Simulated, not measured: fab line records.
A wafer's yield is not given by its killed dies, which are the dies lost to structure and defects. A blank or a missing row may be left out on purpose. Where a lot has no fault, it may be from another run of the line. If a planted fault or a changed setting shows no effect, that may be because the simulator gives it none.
fab line records	flow n5-finfet
[record] lots = 9	wafers = 27	last-day = 18
route steps=1938 shown BEOL_M1@833 BEOL_M4@1111 PASSIVATION@1936
lots with no fault: from the same line, run without faults
start-h: hours from the record's opening day to when the first of the lot's shown wafers began	wait-h: how many hours have passed since the lot's step before this one	" identical to the entry in the row above	L1.1+2: a single row standing in for several wafers	- no value present, or no start provided	* or withheld: withheld	< > ~ a bound
route shown NAME@n: NAME is a module with steps in the file, n the number in the route of the first one	usual: the fault-free wafers' mean and standard deviation	same: alike in all rows	chamber/n: place in a boat	sites: per-site readings	_std_site: standard deviation across them	_edge_site: the outer-site mean with the inner-site mean subtracted	radius-mm: how far each site lies from the wafer's centre	mask NAME#n: copy n	behind: the tool/chamber that last shaped the wafer	hold: why the lot was held/for how many hours/how that ended	device: names the non-switching transistor (n, p or np)	end of line: tests of these same wafers at the route's end	for a step that has no rows: nothing shown but its recipe	killed: not the wafer's yield, but the dies lost to structure and defects at the first sort	map: shows each die of a wafer: x if killed, . if not, _ if none is there
set.NAME: setting as actually run; set.NAME@STEP: the setting as run at that earlier step	model.NAME: the simulator's own value behind a step, which no gauge read
steps of the route over a sample of lots; a table a step, a row a wafer
services: from which hour (start-h, from the record's first day; less than 0 if before it) a tool's chamber was out of use, for how many hours, and why
[[steps]]
[step N5_BEOL_M1_CMP_52]
[recipe] stop-on = SiOC	t-overpolish-s = 6.8	down-force-psi = 1	platen-rpm = 50	clearing-platen-down-force-psi = 1.5	clearing-platen-rpm = 50	post-cmp-clean = cu-alkaline	target-thk-nm = 40	clearing-platen-pad-velocity-m-s = 0.99484	pad-velocity-m-s = 0.99484
[usual] barrier-field-endpoint-s = 24.8/0.68	clearing-platen-rpm = 49.992/0.03	motor-current-A = 6.1/0.38	overpolish-run-s = 6.801/0.0086	pad-life-wafers = 1026/570	time-to-endpoint-s = 62/3.6
[same] t-overpolish-s = 6.8
lot.wafer	tool	chamber	start-h	wait-h	barrier-field-endpoint-s	clearing-platen-rpm	motor-current-A	overpolish-run-s	pad-life-wafers	time-to-endpoint-s
L300.2	cmp-02	2	138.78	0.2	24.9	49.966	6.0	6.798	163	65
L300.6	"	1	"	"	24.9	49.960	6.4	6.788	-	59
L300.5	"	2	"	"	25.1	49.956	6.0	6.805	-	62
L302.4	cmp-02	1	148.60	0.2	23.7	49.969	6.2	6.811	247	53
L302.1	"	2	"	"	24.6	49.986	6.1	6.798	248	61
L302.5	"	0	"	"	25.2	49.994	6.0	6.815	-	60
L305.4	cmp-01	3	167.75	0.2	25.7	50.017	5.3	6.793	1543	67
L305.2	"	1	"	"	25.1	49.987	6.6	6.794	1545	68
L305.5	"	2	"	"	24.6	49.979	5.8	6.796	-	63
L307.2	cmp-03	2	197.46	0.2	25.1	50.041	6.8	6.782	966	63
L307.4	"	0	"	"	26.5	50.037	5.5	6.807	968	63
L307.5	"	3	"	"	26.8	49.953	6.4	6.812	-	71
L308.1	cmp-03	0	198.26	0.3	25.8	49.956	5.6	6.799	973	65
L308.4	"	2	"	"	25.0	49.960	6.6	6.800	975	64
L308.5	"	3	"	"	25.4	50.024	6.4	6.819	-	68
L311.4	cmp-02	0	207.80	0.1	25.3	49.997	6.2	6.802	516	62
L311.2	"	1	"	"	23.9	50.021	6.1	6.801	517	53
L311.1	"	3	"	"	24.2	49.997	6.2	6.800	519	58
L313.4	cmp-03	1	210.36	0.1	23.7	49.973	5.6	6.814	1050	59
L313.3	"	3	"	"	24.7	49.981	6.4	6.802	1052	70
L313.1	"	0	"	"	23.5	49.983	5.4	6.795	1053	62
L318.2	cmp-03	2	244.59	0.2	25.4	49.984	6.7	6.805	1296	65
L318.3	"	0	"	"	25.2	49.924	5.4	6.805	1298	68
L318.6	"	3	"	"	25.5	49.957	6.2	6.804	-	68
L322.4	cmp-01	1	279.02	0.2	24.7	49.918	6.6	6.794	229	62
L322.1	"	2	"	"	23.7	50.005	6.0	6.787	230	62
L322.5	"	0	"	"	25.7	49.966	6.2	6.812	-	65
[step N5_BEOL_M1_PRE_CLEAN_60]
[recipe] gas = NH3/H2	time-s = 15	temp-c = *	rf-power-w = 300
[usual] heater-power-w = 78/15
lot.wafer	tool	chamber	start-h	wait-h	heater-power-w	since-wet-clean-h
L300.2	cvd-co-01	1	139.07	0.0	57	2
L300.5	"	2	"	"	75	-
L300.6	"	1	"	"	58	-
L302.1	cvd-co-01	2	148.90	0.0	74	450
L302.4	"	2	"	"	74	-
L302.5	"	0	"	"	99	-
L305.2	cvd-co-02	0	168.04	0.0	89	709
L305.4	"	1	"	"	75	-
L305.5	"	0	"	"	89	-
L307.2	cvd-co-02	0	197.79	0.0	91	739
L307.4	"	0	"	"	86	-
L307.5	"	1	"	"	79	-
L308.1	cvd-co-01	2	198.56	0.0	76	499
L308.4	"	0	"	"	100	-
L308.5	"	2	"	"	77	-
L311.1	cvd-co-01	0	208.13	0.0	101	968
L311.2	"	1	"	"	58	71
L311.4	"	0	"	"	100	-
L313.1	cvd-co-02	1	210.70	0.0	76	1189
L313.3	"	2	"	"	67	293
L313.4	"	0	"	"	91	-
L318.2	cvd-co-02	1	244.92	0.0	76	1224
L318.3	"	0	"	"	88	786
L318.6	"	1	"	"	78	-
L322.1	cvd-co-02	1	279.37	0.1	76	1258
L322.4	"	0	"	"	91	-
L322.5	"	1	"	"	77	-
[step N5_BEOL_M1_CO_CAP_55]
[recipe] material = Co	target-thk-a = 20	temp-c = 200	precursor = CCTBA/H2	pressure-torr = 30	time-s = 102.1
[usual] heater-power-w = 227/19
lot.wafer	tool	chamber	start-h	wait-h	heater-power-w	since-wet-clean-h
L300.2	cvd-co-01	1	139.11	0.0	201	2
L300.5	"	2	"	"	225	-
L300.6	"	1	"	"	206	-
L302.1	cvd-co-01	2	148.94	0.0	226	450
L302.4	"	2	"	"	228	-
L302.5	"	0	"	"	253	-
L305.2	cvd-co-02	0	168.08	0.0	246	709
L305.4	"	1	"	"	222	-
L305.5	"	0	"	"	241	-
L307.2	cvd-co-02	0	197.83	0.0	234	739
L307.4	"	0	"	"	240	-
L307.5	"	1	"	"	226	-
L308.1	cvd-co-01	2	198.60	0.0	222	499
L308.4	"	0	"	"	259	-
L308.5	"	2	"	"	222	-
L311.1	cvd-co-01	0	208.17	0.0	257	968
L311.2	"	1	"	"	207	72
L311.4	"	0	"	"	256	-
L313.1	cvd-co-02	1	210.74	0.0	224	1189
L313.3	"	2	"	"	219	293
L313.4	"	0	"	"	237	-
L318.2	cvd-co-02	1	244.96	0.0	230	1224
L318.3	"	0	"	"	248	786
L318.6	"	1	"	"	225	-
L322.1	cvd-co-02	1	279.41	0.0	224	1258
L322.4	"	0	"	"	241	-
L322.5	"	1	"	"	224	-
[step N5_BEOL_M1_RS_MEAS_58]
[recipe] thk-meas-gauge = four-point-probe	reads = Co_of_BEOL_M1_CO_CAP_55+Cu_of_BEOL_M1_ECD_50+Co_of_BEOL_M1_CVD_47+TaN_of_BEOL_M1_ALD_84
[usual] M1_RS = 0.67/0.041
lot.wafer	tool	chamber	start-h	wait-h	M1_RS[ohm/sq]
L300.2	film-metro-02	-	139.30	0.1	0.69
L300.5	"	-	"	"	0.69
L300.6	"	-	"	"	0.69
L302.1	film-metro-01	-	149.12	0.0	0.73
L302.4	"	-	"	"	0.72
L302.5	"	-	"	"	0.69
L305.2	film-metro-02	-	168.27	0.1	0.64
L305.4	"	-	"	"	0.59
L305.5	"	-	"	"	0.64
L307.2	film-metro-02	-	198.02	0.1	0.65
L307.4	"	-	"	"	0.59
L307.5	"	-	"	"	0.62
L308.1	film-metro-01	-	198.78	0.0	0.67
L308.4	"	-	"	"	0.66
L308.5	"	-	"	"	0.63
L311.1	film-metro-02	-	208.36	0.0	0.75
L311.2	"	-	"	"	0.74
L311.4	"	-	"	"	0.68
L313.1	film-metro-01	-	210.96	0.1	0.66
L313.3	"	-	"	"	0.63
L313.4	"	-	"	"	0.66
L318.2	film-metro-01	-	245.15	0.1	0.71
L318.3	"	-	"	"	0.68
L318.6	"	-	"	"	0.61
L322.1	film-metro-01	-	279.59	0.0	0.76
L322.4	"	-	"	"	0.68
L322.5	"	-	"	"	0.62
[step N5_BEOL_M1_INSPECT_59]
[recipe] inspect-instrument = darkfield	mode = post-dep
[usual] raw-defect-count = 82/29
lot.wafer	tool	chamber	start-h	wait-h	raw-defect-count
L300.2	defect-inspect-01	-	139.32	0.0	89
L300.5	"	-	"	"	88
L300.6	"	-	"	"	60
L302.1	defect-inspect-02	-	149.14	0.0	105
L302.4	"	-	"	"	95
L302.5	"	-	"	"	98
L305.2	defect-inspect-02	-	168.29	0.0	130
L305.4	"	-	"	"	68
L305.5	"	-	"	"	113
L307.2	defect-inspect-02	-	198.04	0.0	68
L307.4	"	-	"	"	71
L307.5	"	-	"	"	76
L308.1	defect-inspect-02	-	198.80	0.0	63
L308.4	"	-	"	"	70
L308.5	"	-	"	"	74
L311.1	defect-inspect-02	-	208.38	0.0	58
L311.2	"	-	"	"	341
L311.4	"	-	"	"	71
L313.1	defect-inspect-01	-	210.99	0.0	97
L313.3	"	-	"	"	68
L313.4	"	-	"	"	68
L318.2	defect-inspect-01	-	245.17	0.0	66
L318.3	"	-	"	"	104
L318.6	"	-	"	"	155
L322.1	defect-inspect-02	-	279.62	0.0	84
L322.4	"	-	"	"	66
L322.5	"	-	"	"	132
[step N5_BEOL_M4_RC_MEAS_101]
[usual] DIBL_N = 36.2/1.5	DIBL_P = 36.4/2.1	IOFF_N = 0.16/0.031	IOFF_P = 0.21/0.037	ION_N = 679/11	ION_P = 465/7.7	SS_N = 71.4/0.55	SS_P = 73.2/0.63	VT_N = 249/3.3	VT_P = -250/3.4
lot.wafer	tool	chamber	start-h	wait-h	DIBL_N[mV/V]	DIBL_P[mV/V]	IOFF_N[nA/um]	IOFF_P[nA/um]	ION_N[uA/um]	ION_P[uA/um]	SS_N[mV/dec]	SS_P[mV/dec]	VT_N[mV]	VT_P[mV]
L300.2	prober-02	0	171.19	0.2	36.6	38.2	0.15	0.21	675	463	72.2	74.0	249	-253
L300.5	"	0	"	"	37.2	38.7	0.17	0.21	677	462	71.7	73.7	247	-252
L300.6	"	0	"	"	39.9	40.6	0.22	0.24	694	465	72.0	74.3	244	-250
L302.1	prober-01	0	176.20	0.0	34.9	32.6	0.12	0.14	657	449	71.3	72.2	255	-257
L302.4	"	0	"	"	33.9	32.0	0.12	0.14	679	461	71.2	71.5	252	-254
L302.5	"	0	"	"	35.2	33.4	0.12	0.16	667	458	72.2	72.7	252	-254
L305.2	prober-02	0	194.71	0.2	35.6	35.6	0.13	0.17	668	453	70.7	74.0	255	-256
L305.4	"	0	"	"	37.4	38.3	0.18	0.21	698	470	71.8	73.4	249	-251
L305.5	"	0	"	"	39.1	40.9	0.22	0.25	689	470	71.8	74.5	247	-250
L307.2	prober-02	0	224.45	0.2	36.1	37.4	0.15	0.18	668	453	72.2	73.5	252	-254
L307.4	"	0	"	"	37.5	40.0	0.18	0.22	683	461	72.6	73.6	249	-251
L307.5	"	0	"	"	34.2	36.7	0.13	0.17	663	454	71.3	73.4	255	-255
L308.1	prober-01	0	225.21	0.0	36.1	35.9	0.14	0.20	680	464	71.7	72.7	251	-251
L308.4	"	0	"	"	34.5	33.3	0.12	0.17	670	462	70.9	72.8	253	-254
L308.5	"	0	"	"	35.3	34.8	0.13	0.19	670	464	72.1	73.1	254	-253
L311.1	prober-02	0	236.01	0.0	32.9	34.8	0.12	0.17	679	470	70.5	72.2	253	-253
L311.2	"	0	"	"	34.6	36.6	0.14	0.19	674	462	70.4	72.8	253	-251
L311.4	"	0	"	"	35.7	38.1	0.16	0.21	683	466	71.0	73.8	252	-252
L313.1	prober-01	0	253.47	0.0	38.1	37.1	0.21	0.23	688	457	72.2	73.6	243	-248
L313.3	"	0	"	"	36.2	34.5	0.17	0.20	685	465	71.8	73.4	244	-252
L313.4	"	0	"	"	38.5	36.3	0.20	0.22	688	464	71.9	73.7	248	-250
L318.2	prober-01	0	282.10	0.2	38.9	39.7	0.17	0.22	672	453	71.4	73.8	251	-253
L318.3	"	0	"	"	36.7	36.8	0.14	0.18	672	453	71.7	72.7	252	-253
L318.6	"	0	"	"	36.8	36.7	0.15	0.19	663	451	70.7	72.7	248	-253
L322.1	prober-01	0	315.45	0.0	38.0	39.9	0.19	0.26	672	464	71.5	73.8	249	-245
L322.4	"	0	"	"	35.9	36.3	0.15	0.20	660	453	71.2	73.0	252	-250
L322.5	"	0	"	"	34.6	34.2	0.13	0.17	675	457	71.2	72.9	250	-249
[step N5_PASSIVATION_PROBE_49]
[usual] defect-limited-yield = 91.3/1.3	killed_at_M0_to_M3 = 36/12	killed_at_M4_up = 13/4.6	killed-at-contacts = 13/5.4	killed-at-front-end = 37/10	killed-at-other = 3.6/2.9	killed-dies = 102/15	killed-open = 67/12	killed-short = 33/7.5	sort_bin_5_function = 5.1/0.93	sort_bin_6_memory = 3.2/0.62	sort-n-pass = 1078/15	sort-yield-pct = 91.3/1.3
[same] gross-dies = 1180	killed-at-back-side = 0	sort_bin_4_leakage[%] = 0	sort_bin_8_speed[%] = 0
lot.wafer	tool	chamber	start-h	wait-h	defect-limited-yield[%]	killed_at_M0_to_M3	killed_at_M4_up	killed-at-contacts	killed-at-front-end	killed-at-other	killed-dies	killed-open	killed-short	sort_bin_5_function[%]	sort_bin_6_memory[%]	sort-n-pass	sort-yield-pct[%]
L307.2	prober-01	-	329.22	0.2	90.3	44	13	13	39	5	114	61	48	6.1	3.2	1066	90.3
L307.4	prober-01	-	329.32	0.3	91.7	34	8	18	35	3	98	69	29	4.7	3.1	1082	91.7
L307.5	prober-01	-	329.37	0.4	91.6	37	13	6	41	2	99	56	43	5.2	3.1	1081	91.6
L311.1	prober-01	-	345.68	0.0	91.6	42	14	5	36	2	99	66	33	4.5	3.8	1081	91.6
L311.2	prober-01	-	345.73	0.1	87.5	113	4	9	21	1	148	38	21	7.7	3.6	1032	87.5
L311.4	prober-01	-	345.83	0.2	93.8	31	6	6	27	3	73	46	27	3.1	2.7	1107	93.8
// killed by level:class
L307.2 BEOL_M0_SAQP:geometric-particle:short=16 MOL_CONTACT_COAG:geometric-particle:open=11 STI_FIN_REVEAL:geometric-particle:open=9 BEOL_M2:geometric-particle:short=7 FIN_SAQP:geometric-particle:open=6 GATE_CUT:geometric-particle:short=5 BEOL_M3:geometric-particle:open=5 FIN_SAQP:geometric-particle:short=4
L307.4 MOL_CONTACT_COAG:geometric-particle:open=16 BEOL_M0_SAQP:geometric-particle:open=10 GATE_CUT:geometric-particle:open=9 BEOL_M0_SAQP:geometric-particle:short=6 FIN_SAQP:geometric-particle:open=5 BEOL_M1:geometric-particle:open=5 BEOL_M3:geometric-particle:open=5 STI_FIN_REVEAL:geometric-particle:open=4
L307.5 FIN_SAQP:geometric-particle:short=13 BEOL_M2:geometric-particle:open=10 FIN_SAQP:geometric-particle:open=8 BEOL_M0_SAQP:geometric-particle:open=7 BEOL_M0_SAQP:geometric-particle:short=7 BEOL_M1:geometric-particle:open=6 MOL_CONTACT_COAG:geometric-particle:open=5 BEOL_M2:geometric-particle:short=5
L311.1 BEOL_M3:geometric-particle:open=9 BEOL_M0_SAQP:geometric-particle:open=8 FIN_SAQP:geometric-particle:short=7 STI_FIN_REVEAL:geometric-particle:open=7 BEOL_M2:geometric-particle:open=7 BEOL_M0_SAQP:geometric-particle:short=6 BEOL_M1:geometric-particle:open=5 BEOL_M4:geometric-particle:open=5
L311.2 BEOL_M1:unspecified=89 BEOL_M0_SAQP:geometric-particle:open=8 BEOL_M2:geometric-particle:short=8 MOL_CONTACT_COAG:geometric-particle:open=6 FIN_SAQP:geometric-particle:open=3 STI_FIN_REVEAL:geometric-particle:open=3 MOL_CONTACT_COAG:geometric-particle:short=3 STARTING-WAFER:geometric-particle:open=3
L311.4 BEOL_M1:geometric-particle:open=8 BEOL_M0_SAQP:geometric-particle:open=6 MOL_CONTACT_COAG:geometric-particle:open=5 BEOL_M2:geometric-particle:open=5 FIN_SAQP:geometric-particle:short=4 STI_FIN_REVEAL:geometric-particle:open=4 BEOL_M2:geometric-particle:short=4 ILD0:geometric-particle:open=3
[[services]]
tool	chamber	start-h	hours	kind
cmp-02	-	115.99	-	consumable-replace:conditioner
cmp-02	-	115.99	-	consumable-replace:pad
cmp-02	-	118.37	2.6	repair
cmp-02	-	153.92	18.5	pm
cmp-02	-	173.27	8.0	pm
cmp-03	-	181.83	3.2	repair
cvd-co-01	2	185.74	2.8	repair
cmp-02	-	215.47	1.0	repair
cmp-01	-	227.96	4.0	pm
cmp-01	-	231.96	-	consumable-replace:conditioner
cmp-01	-	231.96	-	consumable-replace:pad
cmp-03	-	233.42	0.3	repair
cmp-01	-	246.45	17.6	pm
[[key]]
[first-sign] step = N5_BEOL_M1_INSPECT_59	reading = raw-defect-count	direction = up	sigmas = 8.9	usual = 82	struck = 341
[effect] step = N5_PASSIVATION_PROBE_49	reading = killed_at_M0_to_M3	direction = up	sigmas = 6.3	usual = 36	struck = 113
[more-kills-born-at] N5_BEOL_M1_CO_CAP_55@cvd-co-01 = 89
met-at N5_BEOL_M1_CO_CAP_55
struck-lots L311
struck-wafers L311.2
not-acting-at N5_BEOL_M1_CMP_52,N5_BEOL_M1_PRE_CLEAN_60,N5_BEOL_M1_RS_MEAS_58
onset-between 139.11 208.17
[fault] kind = chamber-particle-source	tool = cvd-co-01	chamber = 1	onset-h = 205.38	steps = N5_BEOL_M1_CO_CAP_55	rate-per-visit-cm2 = 0.37601	end-h = 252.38
